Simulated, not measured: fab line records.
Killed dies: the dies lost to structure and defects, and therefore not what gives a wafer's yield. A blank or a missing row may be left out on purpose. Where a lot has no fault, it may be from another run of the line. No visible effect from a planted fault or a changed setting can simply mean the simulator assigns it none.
Comparing a struck lot with a sound one -- flow nand_harc -- 14 out of 1302 route steps
Sound: these wafers, L110.1, L110.5, L110.6. Struck: wafer L123.5. (L123.1, L123.6 of the same lot were not struck and are left out.) The cause comes at the end.
At each step with rows: each side's tool, then ch and its chambers, then its first start. Under that, the readings that differ: sound wafers -- struck wafers -- difference of the means -- sigmas: that difference in standard deviations of wafers without a fault.
alike: words and numbers the same on both sides, and readings whose means are apart by under 2 such deviations; not compared: readings that were withheld, readings missing a value for some wafer, numbers with overlapping values and no deviation given by the record, and bounds like >300 which may hide the same value.
Wherever a step has rows on one side only, a row that says differs or no value, or a row with sigmas, the two part there. When numbers do not overlap yet have no deviation, they are printed without sigmas and do not part them. Lack of a reading on every wafer of one side parts them only where that side has two or more wafers.

first, 9 steps without rows for these wafers: NHARC_A_STAIRCASE_DEHYDRATE_01 (time 120 s); NHARC_A_STAIRCASE_HMDS_02 (time 30 s); NHARC_A_STAIRCASE_COAT_03; NHARC_A_STAIRCASE_SOFTBAKE_04 (time 170 s); NHARC_A_STAIRCASE_EBR_05; NHARC_A_STAIRCASE_EXPOSE_06 (exposes mask STAIR); NHARC_A_STAIRCASE_PEB_07 (peb time 130 s); NHARC_A_STAIRCASE_DEVELOP_08 (time 140 s); NHARC_A_STAIRCASE_HARDBAKE_10 (time 140 s).
NHARC_A_STAIRCASE_DESCUM_11: chemistry O2, time 3 s.
  sound on rie_diel-02 ch 2,3, day 15 19:07; struck on rie_diel-12 ch 0, day 20 16:14
reading,sound,struck,difference,sigmas
drypump_motor_current_A (A),6.5 6.5 5.9,4.9,-1.4,-3
  alike: oes_product_au, rf_vpp_V, showerhead_plenum_p_Torr, throttle_valve_pct
  not compared: rf_hours_counter_h
NHARC_A_STAIRCASE_TRIM_12: chemistry O2, time 211.2 s.
  sound on rie_diel-02 ch 0,1,3, day 15 19:16; struck on rie_diel-12 ch 2, day 20 16:26
  alike: drypump_motor_current_A, oes_product_au, rf_vpp_V, showerhead_plenum_p_Torr, throttle_valve_pct
  not compared: rf_hours_counter_h
NHARC_A_STAIRCASE_ETCH_13: etches the open film in C4F8/O2, target depth 100 nm, time 40.5 s.
  sound on rie_diel-02 ch 0,2,3, day 15 19:24; struck on rie_diel-12 ch 3, day 20 16:39
reading,sound,struck,difference,sigmas
oes_product_au (a.u.),0.940 0.935 0.927,1.087,+0.153,+11
  alike: rf_vpp_V
  not compared: rf_hours_counter_h
NHARC_A_STAIRCASE_TRIM_14: chemistry O2, time 211.2 s.
  sound: rie_diel-02 ch 0,1,3; struck: rie_diel-12 ch 2
  alike: drypump_motor_current_A, oes_product_au, rf_vpp_V, showerhead_plenum_p_Torr, throttle_valve_pct
  not compared: rf_hours_counter_h
-- the record jumps here: 9 days lie between the struck wafers' starts before and after (it left off in module A_STAIRCASE and takes up again in module END, whose first step shown is number 1302 of the route) --
NHARC_END_SORT_01:
  sound on prober-02 ch 0, day 24 19:33; struck on prober-02 ch 0, day 29 14:57
reading,sound,struck,difference,sigmas
killed_at_array,19 13 18,668,+651,+36
killed_dies,25 20 25,677,+654,+36
  alike: killed_at_other, killed_at_periphery, killed_open, killed_short

## WHERE THEY PART
Earliest at NHARC_A_STAIRCASE_DESCUM_11; latest, in this record, at NHARC_END_SORT_01.

WHY: the cause the simulator had injected
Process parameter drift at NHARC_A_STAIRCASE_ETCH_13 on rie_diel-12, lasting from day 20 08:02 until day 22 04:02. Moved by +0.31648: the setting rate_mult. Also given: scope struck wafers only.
